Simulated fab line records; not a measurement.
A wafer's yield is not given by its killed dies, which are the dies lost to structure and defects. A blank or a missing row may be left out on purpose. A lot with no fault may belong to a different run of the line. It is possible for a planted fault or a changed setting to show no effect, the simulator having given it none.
A struck lot beside a sound one :: flow nand_harc :: 13 steps out of a route of 1302
Sound: the wafers L815.2, L815.4, L815.6. Struck: wafer L826.4 (left out: L826.2, L826.5 of the same lot, which were not struck); the cause appears at the end.
Order at every step that has rows: each side's tool, ch and its chambers, its first start. Under that, the readings that differ: sound wafers :: struck wafers :: difference of the means :: sigmas: that difference in standard deviations of wafers without a fault.
alike: readings whose means differ by less than 2 such deviations, and words and numbers that are the same on both sides. not compared: withheld readings, readings that some wafer has no value for, bounds like >300 that may hide the same value, and numbers for which the record gives no deviation and whose values overlap.
Wherever a step has rows on one side only, a row that says differs or no value, or a row with sigmas, the two part there. When numbers do not overlap yet have no deviation, they are printed without sigmas and do not part them. A reading missing from all wafers of one side parts the sides only when that side holds two or more wafers.

NHARC_A_SLIT_ETCH_26: etches the open film in C4F8/O2/Ar, time 90 s, target depth 400 nm.
  sound on har_etch-02 ch 0,1, day 20 18:14; struck on har_etch-01 ch 0, day 26 04:52
  alike: drypump_motor_current_A, showerhead_plenum_p_Torr, throttle_valve_pct
  not compared: rf_hours_counter_h
then, 1 step without rows for these wafers: NHARC_A_SLIT_STRIP_28 (strips in O2/COS).
NHARC_A_SLIT_ETCH_29: etches the open film in CF4/O2, target depth 100 nm, overetch 10 nm, time 55 s.
  sound on rie_diel-02 ch 0,1,3, day 20 19:06; struck on rie_diel-07 ch 0, day 26 05:46
  alike: drypump_motor_current_A, oes_product_au, rf_vpp_V, showerhead_plenum_p_Torr, throttle_valve_pct
  not compared: rf_hours_counter_h
NHARC_A_SLIT_STRIP_18: strips in O2.
  sound: rie_diel-02 ch 0,3; struck: rie_diel-07 ch 0
  alike: drypump_motor_current_A, oes_product_au, rf_vpp_V, showerhead_plenum_p_Torr, throttle_valve_pct
  not compared: rf_hours_counter_h
then, 2 steps without rows for these wafers: NHARC_A_SLIT_PRECLEAN_19 (cleans in SC1); NHARC_A_SLIT_SRD_20.
NHARC_A_SLIT_CD_MEAS_21:
  sound on cd_sem-01 at day 20 19:38; struck on cd_sem-02 at day 26 06:20
  alike: cd_nm
then, 3 steps without rows for these wafers: NHARC_A_SIN_REMOVE_WET_00 (chemistry H3PO4, time 15300 s); NHARC_A_SIN_REMOVE_PRECLEAN_01 (cleans in SC1); NHARC_A_SIN_REMOVE_SRD_02.
NHARC_A_SIN_REMOVE_INSPECT_04:
  sound on defect_inspect-01 at day 21 01:52; struck on defect_inspect-02 at day 26 12:52
  alike: raw_defect_count
NHARC_A_WL_FILL_ALD_00: deposits Al2O3, target thk 3 nm, pulse time 3 s, ald cycles 30.
  sound on ald_hk-02 ch 0,2, day 21 02:07; struck on ald_hk-01 ch 3, day 26 12:58
reading: ald_cycles
sound: 30 30 30
struck: 33
difference: +3
sigmas: 
  alike: heater_power_w, precursor_pulse_height_rel
NHARC_A_WL_FILL_RTA_01: time 5 s.
  sound on rtp_anneal-01 ch 0, day 21 02:23; struck on rtp_anneal-02 ch 0, day 26 13:14
reading: lamp_power_pct (%)
sound: 26.4 26.4 26.5
struck: 29.9
difference: +3.5
sigmas: +2

reading: lamp_zone_4_pct (%)
sound: 26.4 26.4 26.4
struck: 29.8
difference: +3.4
sigmas: +2

reading: lamp_zone_5_pct (%)
sound: 26.4 26.4 26.4
struck: 29.9
difference: +3.5
sigmas: +2
  alike: anneal_temp_c_max, wafer_temp_C_max

## WHERE THEY PART
Within this record, at NHARC_A_WL_FILL_RTA_01 only.

WHY: the cause the simulator had injected
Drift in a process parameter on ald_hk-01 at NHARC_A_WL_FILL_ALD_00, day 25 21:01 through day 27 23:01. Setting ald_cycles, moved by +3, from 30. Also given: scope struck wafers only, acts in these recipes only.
